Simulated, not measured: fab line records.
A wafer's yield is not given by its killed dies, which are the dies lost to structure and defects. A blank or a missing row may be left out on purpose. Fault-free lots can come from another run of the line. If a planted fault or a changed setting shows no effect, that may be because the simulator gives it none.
8D (eight disciplines) problem report, filled in by code / flow n5-finfet / the parts of the form that need people (team, actions taken, sign-off) are left out

## 1. THE ISSUE
Wafers without a fault read 1625.3 rpm, standard deviation 1.1; spin-speed-rpm at N5_BEOL_M12_COAT_04 reads a mean of 1550.9 rpm on 6 wafers belonging to 2 lots. Relative to the usual mean, that is a shift of -68 standard deviations.
The step: resist thk 400 nm.
The first sign was on wafer L431.1 at day 14 16:50, on litho-track-02. At this step, 31 wafers from 11 lots have a number in the record. By rule, "out" or "out of limits" means more than 4 standard deviations away from the usual mean. The rest of the wafers with a number are treated as sound.

## 2. WHAT IT IS; WHAT IT IS NOT
question=which readings at this step | is=spin-speed-rpm | is not=-
question=which lots | is=L431, L435 | is not=L418, L422, L424, L426, L428, L429, L430, L432, L434
question=which wafers of those lots | is=all that have a number | is not=-
question=read on which tools | is=litho-track-02 | is not=litho-track-03, litho-track-05
question=when | is=from day 14 16:50 | is not=up to then (19 sound wafers); but 6 sound wafers of L430, L434 came after

## 3. WHAT RULES OUT EACH SUSPECT
Counting: a tool at a process step up to the reading stays a suspect if it ran every lot that is out and no sound lot after the first of them.
- rtp-anneal-02 at N5_BEOL_M10_ANNEAL_51 (time 90 s): ruled out as a lasting fault. Sound lots L432, L434 ran on it after its first lot that is out, L431 (day 14 04:52).
- litho-track-02 at N5_BEOL_M12_COAT_04 (resist thk 400 nm): kept. Every lot that is out went through it, starting with L431 (day 14 16:50), and after that it ran no sound lot; the last sound lot it ran before then is L432 (day 14 16:14). Its own spin-speed-rpm readings are out on those wafers.
Left after counting: litho-track-02 at N5_BEOL_M12_COAT_04.

## 4. THE CAUSE (what the simulator had put in)
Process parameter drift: litho-track-02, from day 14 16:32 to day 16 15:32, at N5_BEOL_M12_COAT_04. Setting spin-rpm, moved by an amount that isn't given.
This tool alone remained once counting was done.

## 5. SEQUENCE OF EFFECTS, ordered by route
One row per reading whose mean, taken over the struck wafers that have a number, lies over 3 standard deviations from the usual. Only readings whose record carries a usual standard deviation are examined. hours: median over the lots of the time between each lot's start at the first step of this table that gives one and its start at this step. sigmas: the change, counted in usual standard deviations.
hours=0; step=N5_BEOL_M12_COAT_04; reading=spin-speed-rpm; usual=1625.3 rpm; on struck wafers=1550.9; change=-74.4; sigmas=-68
hours=1; step=N5_BEOL_M12_STRIP_63; reading=strip-time-to-endpoint-s; usual=42.4 s; on struck wafers=44.9; change=+2.5; sigmas=+3.5
The process steps in it:
- N5_BEOL_M12_COAT_04: resist thk 400 nm.
- N5_BEOL_M12_STRIP_63: strips in N2/H2.

## 6. HOW IT WOULD HAVE BEEN CAUGHT EARLIER
The fault began at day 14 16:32; the first out-of-limits reading in this record came at day 14 16:50, 0 hours later.
